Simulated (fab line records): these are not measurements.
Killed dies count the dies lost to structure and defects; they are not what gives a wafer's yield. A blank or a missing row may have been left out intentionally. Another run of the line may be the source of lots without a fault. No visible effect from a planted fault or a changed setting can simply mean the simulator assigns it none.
Which tool was responsible? | flow n5-finfet | 9 lots with 27 wafers sampled at 8 steps, on a route of 1938 steps

== WHAT THE GAUGES SHOWED, per wafer ==
N5_BEOL_M1_INSPECT_59: inspects for defects (darkfield). Usual: raw-defect-count at 75, with a standard deviation of 24.
lot  | measured     | on                | raw-defect-count | flag
L270 | day 7 11:19  | defect-inspect-01 | 46 99 96         |
L271 | day 7 22:47  | defect-inspect-01 | 40 31 59         |
L272 | day 8 01:41  | defect-inspect-01 | 58 91 91         |
L274 | day 8 20:55  | defect-inspect-01 | 78 93 46         |
L275 | day 9 06:05  | defect-inspect-02 | 74 485 77        | OFF
L280 | day 10 00:47 | defect-inspect-01 | 479 531 69       | OFF
L286 | day 12 03:21 | defect-inspect-01 | 67 96 70         |
L289 | day 12 11:48 | defect-inspect-02 | 67 56 63         |
L288 | day 12 15:10 | defect-inspect-01 | 51 85 57         |

N5_BEOL_M2_INSPECT_13: inspects for defects (brightfield). Usual: raw-defect-count at 420, with a standard deviation of 110.
lot  | measured     | on                | raw-defect-count | flag
L270 | day 7 14:14  | defect-inspect-02 | 413 527 365      |
L271 | day 8 00:00  | defect-inspect-01 | 398 343 499      |
L272 | day 8 08:10  | defect-inspect-02 | 355 649 498      |
L274 | day 8 22:05  | defect-inspect-02 | 308 470 340      |
L275 | day 9 08:35  | defect-inspect-01 | 383 749 376      |
L280 | day 10 01:43 | defect-inspect-01 | 714 992 428      |
L286 | day 12 04:51 | defect-inspect-02 | 259 321 338      |
L289 | day 12 12:39 | defect-inspect-01 | 242 275 259      |
L288 | day 12 17:31 | defect-inspect-02 | 361 389 373      |

N5_BEOL_M2_INSPECT_30: inspects for defects (brightfield). Usual: raw-defect-count at 423, with a standard deviation of 110.
lot  | measured     | on                | raw-defect-count | flag
L270 | day 7 15:24  | defect-inspect-01 | 400 532 414      |
L271 | day 8 00:58  | defect-inspect-02 | 391 347 495      |
L272 | day 8 09:12  | defect-inspect-02 | 353 618 479      |
L274 | day 8 22:59  | defect-inspect-02 | 311 460 346      |
L275 | day 9 09:27  | defect-inspect-01 | 383 752 371      |
L280 | day 10 02:43 | defect-inspect-02 | 707 972 432      |
L286 | day 12 05:47 | defect-inspect-02 | 281 335 340      |
L289 | day 12 13:39 | defect-inspect-02 | 271 282 255      |
L288 | day 12 18:32 | defect-inspect-01 | 378 385 362      |

N5_BEOL_M4_RC_MEAS_101. Usual: DIBL_N 36.4 mV/V, standard deviation 2.7; DIBL_P 36 mV/V, standard deviation 3.2; IOFF_N 0.16 nA/um, standard deviation 0.046; IOFF_P 0.21 nA/um, standard deviation 0.055; ION_N 677 uA/um, standard deviation 15; ION_P 464 uA/um, standard deviation 11; SS_N 71.5 mV/dec, standard deviation 0.79; SS_P 73.3 mV/dec, standard deviation 0.93; VT_N 250 mV, standard deviation 4.1; VT_P -251 mV, standard deviation 4.4.
lot  | measured     | on        | DIBL_N (mV/V)  | DIBL_P (mV/V) | IOFF_N (nA/um) | IOFF_P (nA/um) | ION_N (uA/um) | ION_P (uA/um) | SS_N (mV/dec)  | SS_P (mV/dec)  | VT_N (mV)   | VT_P (mV)      | flag
L270 | day 9 14:45  | prober-02 | 31.4 36.5 35.3 | 29 36 34      | 0.09 0.17 0.14 | 0.13 0.21 0.18 | 648 691 677   | 452 470 463   | 69.9 71.7 71.3 | 71.0 72.6 72.5 | 256 246 252 | -257 -249 -253 |
L271 | day 10 00:55 | prober-02 | 32.8 35.5 34.9 | 32 35 34      | 0.11 0.15 0.14 | 0.14 0.19 0.16 | 648 673 696   | 457 457 462   | 70.1 70.9 72.1 | 72.0 72.6 73.0 | 253 249 250 | -255 -253 -255 |
L272 | day 10 10:13 | prober-02 | 31.4 31.9 34.2 | 30 31 34      | 0.10 0.11 0.12 | 0.14 0.14 0.17 | 677 659 652   | 464 458 451   | 70.5 70.4 71.1 | 72.7 72.8 73.1 | 257 256 257 | -254 -254 -257 |
L274 | day 10 14:48 | prober-02 | 38.0 36.2 37.5 | 36 36 36      | 0.17 0.13 0.17 | 0.23 0.22 0.21 | 672 671 683   | 461 461 460   | 72.2 71.8 72.0 | 73.8 72.7 73.7 | 249 255 249 | -250 -250 -252 |
L275 | day 10 19:54 | prober-01 | 37.4 38.3 39.2 | 37 37 40      | 0.14 0.16 0.18 | 0.21 0.23 0.28 | 667 686 690   | 468 472 473   | 71.6 71.9 71.7 | 73.1 73.2 74.1 | 254 251 247 | -250 -249 -247 |
L280 | day 11 17:33 | prober-02 | 33.3 38.7 36.7 | 34 39 35      | 0.12 0.24 0.18 | 0.18 0.25 0.19 | 656 684 653   | 454 456 445   | 71.3 72.1 72.6 | 73.1 75.0 73.5 | 254 244 252 | -254 -251 -254 |
L286 | day 13 10:51 | prober-01 | 36.5 32.8 35.4 | 35 31 34      | 0.14 0.10 0.13 | 0.19 0.14 0.17 | 663 659 670   | 462 453 461   | 70.9 70.5 71.1 | 72.6 72.4 72.0 | 250 256 252 | -251 -256 -255 |
L289 | day 14 07:26 | prober-01 | 28.6 32.5 32.1 | 29 32 33      | 0.06 0.11 0.11 | 0.09 0.12 0.13 | 633 658 677   | 435 440 462   | 70.3 71.0 70.6 | 70.7 71.9 71.7 | 264 256 253 | -265 -259 -259 |
L288 | day 14 07:22 | prober-02 | 40.0 36.7 41.0 | 38 34 40      | 0.21 0.14 0.23 | 0.22 0.16 0.25 | 677 659 689   | 457 448 467   | 72.4 71.2 72.3 | 73.5 72.5 74.2 | 249 253 247 | -253 -257 -252 |

== WHICH TOOL RAN EACH LOT (tool, then ch and the chambers of the sampled wafers, then the start) ==
lot  | N5_BEOL_M1_SPUTTER_86        | N5_BEOL_M1_ANNEAL_91         | N5_BEOL_M1_CO_CAP_55             | N5_BEOL_M2_HM_DEP_02
L270 | pvd-sputter-01, day 7 09:05  | pvd-sputter-01, day 7 09:36  | cvd-co-01 ch 0,1, day 7 11:05    | pvd-sputter-01, day 7 13:37
L271 | pvd-sputter-01, day 7 20:32  | pvd-sputter-01, day 7 21:03  | cvd-co-02 ch 0,1, day 7 22:34    | pvd-sputter-02, day 7 23:31
L272 | pvd-sputter-01, day 7 23:21  | pvd-sputter-01, day 7 23:52  | cvd-co-01 ch 1,2, day 8 01:28    | pvd-sputter-02, day 8 07:32
L274 | pvd-sputter-01, day 8 18:44  | pvd-sputter-01, day 8 19:16  | cvd-co-02 ch 1,2, day 8 20:43    | pvd-sputter-03, day 8 21:29
L275 | pvd-sputter-01, day 9 03:54  | pvd-sputter-01, day 9 04:25  | cvd-co-01 ch 0,1,2, day 9 05:52  | pvd-sputter-03, day 9 08:05
L280 | pvd-sputter-02, day 9 22:37  | pvd-sputter-02, day 9 23:08  | cvd-co-01 ch 0,1, day 10 00:35   | pvd-sputter-02, day 10 01:07
L286 | pvd-sputter-02, day 12 01:11 | pvd-sputter-02, day 12 01:42 | cvd-co-02 ch 0,1,2, day 12 03:08 | pvd-sputter-03, day 12 04:14
L289 | pvd-sputter-03, day 12 09:38 | pvd-sputter-03, day 12 10:09 | cvd-co-01 ch 0,1,2, day 12 11:35 | pvd-sputter-03, day 12 12:03
L288 | pvd-sputter-03, day 12 12:49 | pvd-sputter-03, day 12 13:20 | cvd-co-01 ch 0,2, day 12 14:52   | pvd-sputter-03, day 12 16:55
- N5_BEOL_M1_SPUTTER_86: material Cu, target thk 4.5 nm, time 8.29 s.
- N5_BEOL_M1_ANNEAL_91: time 240 s.
- N5_BEOL_M1_CO_CAP_55: material Co, precursor CCTBA/H2, target thk 2 nm, time 102.1 s.
- N5_BEOL_M2_HM_DEP_02: deposits TiN, target thk 20 nm.

== AS READ BY THE TOOLS THEMSELVES (means over the sampled wafers that have a number; for cases with no such wafer, the mark the record gives instead) ==
N5_BEOL_M1_SPUTTER_86. Usual: throttle-valve-pct at 29.7 %, with a standard deviation of 0.97.
lot  | tool           | throttle-valve-pct (%) | flag
L270 | pvd-sputter-01 | 29.5                   |
L271 | pvd-sputter-01 | 29.9                   |
L272 | pvd-sputter-01 | 29.7                   |
L274 | pvd-sputter-01 | 29.2                   |
L275 | pvd-sputter-01 | 29.8                   |
L280 | pvd-sputter-02 | 29.3                   |
L286 | pvd-sputter-02 | 30.7                   |
L289 | pvd-sputter-03 | 29.1                   |
L288 | pvd-sputter-03 | 29.7                   |

N5_BEOL_M1_ANNEAL_91. Usual: heater-power-w at 821 W, with a standard deviation of 63.
lot  | tool           | heater-power-w (W) | flag
L270 | pvd-sputter-01 | 835                |
L271 | pvd-sputter-01 | 771                |
L272 | pvd-sputter-01 | 815                |
L274 | pvd-sputter-01 | 837                |
L275 | pvd-sputter-01 | 792                |
L280 | pvd-sputter-02 | 849                |
L286 | pvd-sputter-02 | 843                |
L289 | pvd-sputter-03 | 778                |
L288 | pvd-sputter-03 | 850                |

N5_BEOL_M1_CO_CAP_55. Usual: heater-power-w at 224 W, with a standard deviation of 38.
lot  | tool      | heater-power-w (W) | flag
L270 | cvd-co-01 | 241                |
L271 | cvd-co-02 | 210                |
L272 | cvd-co-01 | 198                |
L274 | cvd-co-02 | 228                |
L275 | cvd-co-01 | 230                |
L280 | cvd-co-01 | 259                |
L286 | cvd-co-02 | 216                |
L289 | cvd-co-01 | 230                |
L288 | cvd-co-01 | 244                |

N5_BEOL_M2_HM_DEP_02. Usual: throttle-valve-pct at 29.7 %, with a standard deviation of 1.2.
lot  | tool           | throttle-valve-pct (%) | flag
L270 | pvd-sputter-01 | 29.3                   |
L271 | pvd-sputter-02 | 30.9                   |
L272 | pvd-sputter-02 | 30.2                   |
L274 | pvd-sputter-03 | 30.3                   |
L275 | pvd-sputter-03 | 30.5                   |
L280 | pvd-sputter-02 | 30.0                   |
L286 | pvd-sputter-03 | 29.0                   |
L289 | pvd-sputter-03 | 29.5                   |
L288 | pvd-sputter-03 | 28.8                   |

== THE ANSWER, worked out from the rows above alone ==
Rule: lot off if the mean of its wafers having a number is beyond 3 standard deviations from the usual mean. Also off: a lot with no number at a reading for which 4 or more lots have one. Any other lot the step has rows for is counted as sound. After the gauges, taken in route order, come the tools' own readings; for these a lot's mean is taken, as printed above. The first step at which some lot is off is used, and at that step the reading that is off furthest; a lot without a number counts as furthest.
Off, at N5_BEOL_M1_INSPECT_59 on raw-defect-count: L275, L280.
A tool fits if, at a process step before that reading, it ran every lot that is off, and no sound lot after the first of them. The gauges at N5_BEOL_M1_INSPECT_59 are tried like those tools. Not one of the candidates tried fits.

== WHAT HAD BEEN PUT IN BY THE SIMULATOR ==
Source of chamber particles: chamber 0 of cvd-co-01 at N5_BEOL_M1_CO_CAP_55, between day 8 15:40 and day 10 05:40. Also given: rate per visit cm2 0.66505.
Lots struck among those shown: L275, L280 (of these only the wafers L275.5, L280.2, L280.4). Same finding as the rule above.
